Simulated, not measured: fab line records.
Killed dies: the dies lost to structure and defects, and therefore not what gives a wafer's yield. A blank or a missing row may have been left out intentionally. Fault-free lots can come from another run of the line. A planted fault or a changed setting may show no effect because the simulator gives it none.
2 desks, one fault / flow n5-finfet / every desk sees just its own numbers, and what lay behind them comes last

== THE METROLOGY DESK ==
Lot by lot, what the gauges showed, no matter which tool ran the lot: averages of those sampled wafers that carry a number. If a lot's mean is further than 4 standard deviations from the usual mean, the lot is out of limits and carries the mark OUT (the distance appears in the brackets). Shown here are 7 of its 10 readings, the ones lying furthest out on some lot.
Columns: A = DIBL_N at N5_BEOL_M4_RC_MEAS_101, usual 35.9 mV/V; B = DIBL_P at N5_BEOL_M4_RC_MEAS_101, usual 36.3 mV/V; C = ION_N at N5_BEOL_M4_RC_MEAS_101, usual 672 uA/um; D = ION_P at N5_BEOL_M4_RC_MEAS_101, usual 462 uA/um; E = SS_P at N5_BEOL_M4_RC_MEAS_101, usual 73.3 mV/dec; F = VT_N at N5_BEOL_M4_RC_MEAS_101, usual 250.4 mV; G = VT_P at N5_BEOL_M4_RC_MEAS_101, usual -250.5 mV
lot=L776; first seen here=day 8 00:50; A=35.5; B=35.4; C=666; D=455; E=73.0; F=251.5; G=-255.8
lot=L778; first seen here=day 9 02:06; A=34.0; B=36.5; C=668; D=462; E=73.6; F=247.4; G=-251.1
lot=L782; first seen here=day 10 07:00; A=36.5; B=36.2; C=679; D=469; E=73.7; F=249.5; G=-249.8
lot=L787; first seen here=day 11 03:49; A=34.9; B=34.1; C=658; D=459; E=73.0; F=254.4; G=-252.3
lot=L788; first seen here=day 11 11:40; A=35.5; B=34.0; C=665; D=453; E=73.3; F=253.8; G=-252.7
lot=L790; first seen here=day 12 04:38; A=36.7; B=37.0; C=676; D=465; E=73.8; F=245.2; G=-247.5
lot=L795; first seen here=day 13 15:25; A=33.9; B=34.7; C=674; D=468; E=73.1; F=251.1; G=-247.3
lot=L797; first seen here=day 14 01:19; A=36.8; B=38.0; C=690; D=470; E=74.5; F=247.8; G=-249.3
lot=L798; first seen here=day 14 04:28; A=35.0; B=36.1; C=670; D=463; E=72.9; F=252.6; G=-253.4
This desk's finding: nothing out of limits on any of the 9 lots.

== FOR THE TOOL OWNER'S DESK: rie-diel-03 ==
The tool's own readings at N5_MOL_CONTACT_COAG_ETCH_89 (etches underlayer in N2/H2, target depth 13 nm, time 10.4 s): means of the sampled wafers that have a number, for each lot that ran on this tool. If a lot's mean is further than 4 standard deviations from the usual mean, the lot is out of limits and carries the mark OUT (the distance appears in the brackets).
Columns: A = drypump-motor-current-A at N5_MOL_CONTACT_COAG_ETCH_89, usual 5.9 A; B = etch-rf-on-time-s at N5_MOL_CONTACT_COAG_ETCH_89, usual 10.41 s; C = oes-product-au at N5_MOL_CONTACT_COAG_ETCH_89, usual 0.68 a.u.; D = rf-vpp-V at N5_MOL_CONTACT_COAG_ETCH_89, usual 523 V; E = showerhead-plenum-p-Torr at N5_MOL_CONTACT_COAG_ETCH_89, usual 2.52 Torr; F = throttle-valve-pct at N5_MOL_CONTACT_COAG_ETCH_89, usual 17.90 %
lot=L778; first seen here=day 5 13:00; A=6.1; B=10.57; C=0.63; D=520; E=2.44; F=18.18
lot=L782; first seen here=day 6 22:22; A=6.2; B=10.51; C=0.66; D=523; E=2.57; F=18.03
lot=L788; first seen here=day 8 10:19; A=6.1; B=10.39; C=0.70; D=524; E=2.54; F=18.07
lot=L795; first seen here=day 10 00:35; A=6.2; B=10.48; C=0.63; D=520; E=2.44; F=18.11
lot=L797; first seen here=day 10 13:08; A=6.0; B=6.71 (-22) OUT; C=0.90; D=523; E=2.46; F=18.17
lot=L798; first seen here=day 10 18:47; A=5.9; B=8.51 (-11) OUT; C=0.70; D=520; E=2.42; F=18.01
Finding of this desk: L797, L798 out of limits; the first was L797 at day 10 13:08, on etch-rf-on-time-s at N5_MOL_CONTACT_COAG_ETCH_89. Within limits: L778, L782, L788, L795.

== PUT TOGETHER ==
An alarm could have come from the tool owner's desk at day 10 13:08, on L797, L798.
From the metrology desk's view, nothing was out of limits.
The metrology desk has L797, L798 on record, within its limits.
All the named lots went through N5_MOL_CONTACT_COAG_ETCH_89 on rie-diel-03.

== WHAT THE SIMULATOR PUT IN ==
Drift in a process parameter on rie-diel-03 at N5_MOL_CONTACT_COAG_ETCH_89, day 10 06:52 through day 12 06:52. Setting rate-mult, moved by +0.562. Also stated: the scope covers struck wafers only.
Lots struck among those shown: L797, L798.
Each desk's first reading out of limits, in hours after the fault started: the tool owner's desk, 6.
